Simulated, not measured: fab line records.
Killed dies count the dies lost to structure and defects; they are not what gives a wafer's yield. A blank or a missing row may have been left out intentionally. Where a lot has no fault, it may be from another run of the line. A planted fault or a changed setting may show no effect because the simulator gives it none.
Chamber matching || flow nand-harc || 4 sister chambers for NHARC_A_CONTACT_ETCH_88 on rie-diel-02
The step etches the open film in CF4, target depth 39 nm, time 65 s. 4 wafers are shown with their chamber, then 12 later ones without.

== WAFERS PAIRED WITH THEIR CHAMBERS ==
{"wafer": "L864.3", "chamber": 0, "drypump-motor-current-A (A)": 5.7}
{"wafer": "L866.3", "chamber": 1, "drypump-motor-current-A (A)": 6.2}
{"wafer": "L866.5", "chamber": 3, "drypump-motor-current-A (A)": 5.8}
{"wafer": "L866.6", "chamber": 2, "drypump-motor-current-A (A)": 5.4}

== WAFERS WITHOUT THEIR CHAMBER ==
{"wafer": "L865.1", "drypump-motor-current-A (A)": 6.2}
{"wafer": "L865.5", "drypump-motor-current-A (A)": 5.4}
{"wafer": "L865.6", "drypump-motor-current-A (A)": 6.2}
{"wafer": "L868.4", "drypump-motor-current-A (A)": 5.4}
{"wafer": "L868.5", "drypump-motor-current-A (A)": 5.8}
{"wafer": "L868.6", "drypump-motor-current-A (A)": 5.4}
{"wafer": "L870.1", "drypump-motor-current-A (A)": 5.8}
{"wafer": "L870.2", "drypump-motor-current-A (A)": 5.4}
{"wafer": "L870.4", "drypump-motor-current-A (A)": 6.1}
{"wafer": "L871.1", "drypump-motor-current-A (A)": 5.9}
{"wafer": "L871.2", "drypump-motor-current-A (A)": 6.2}
{"wafer": "L871.3", "drypump-motor-current-A (A)": 5.7}

== WHICH CHAMBER EACH WENT THROUGH ==
{"wafer": "L865.1", "from the rows above": 1, "in truth": 1}
{"wafer": "L865.5", "from the rows above": 2, "in truth": 2}
{"wafer": "L865.6", "from the rows above": 1, "in truth": 1}
{"wafer": "L868.4", "from the rows above": 2, "in truth": 2}
{"wafer": "L868.5", "from the rows above": 3, "in truth": 3}
{"wafer": "L868.6", "from the rows above": 2, "in truth": 2}
{"wafer": "L870.1", "from the rows above": 3, "in truth": 3}
{"wafer": "L870.2", "from the rows above": 2, "in truth": 2}
{"wafer": "L870.4", "from the rows above": 1, "in truth": 1}
{"wafer": "L871.1", "from the rows above": 3, "in truth": 3}
{"wafer": "L871.2", "from the rows above": 1, "in truth": 1}
{"wafer": "L871.3", "from the rows above": 0, "in truth": 0}
Placed correctly: 12 of 12. Not placeable from these rows: 0. Number placed wrongly: 0.
How it was worked out, from the rows above alone: a wafer's distance from a chamber is the root of the sum, over the readings, of the square of ((its reading less the chamber's mean) divided by the reading's scatter). If the next closest chamber is less than 2 further off than the closest, the wafer can't be placed; otherwise it belongs to the closest. For every chamber, the mean is computed from those of its wafers that are shown. The scatter (one wafer shown for each chamber): square how far every hidden wafer sits from the nearest shown wafer, average those squares and take the square root.
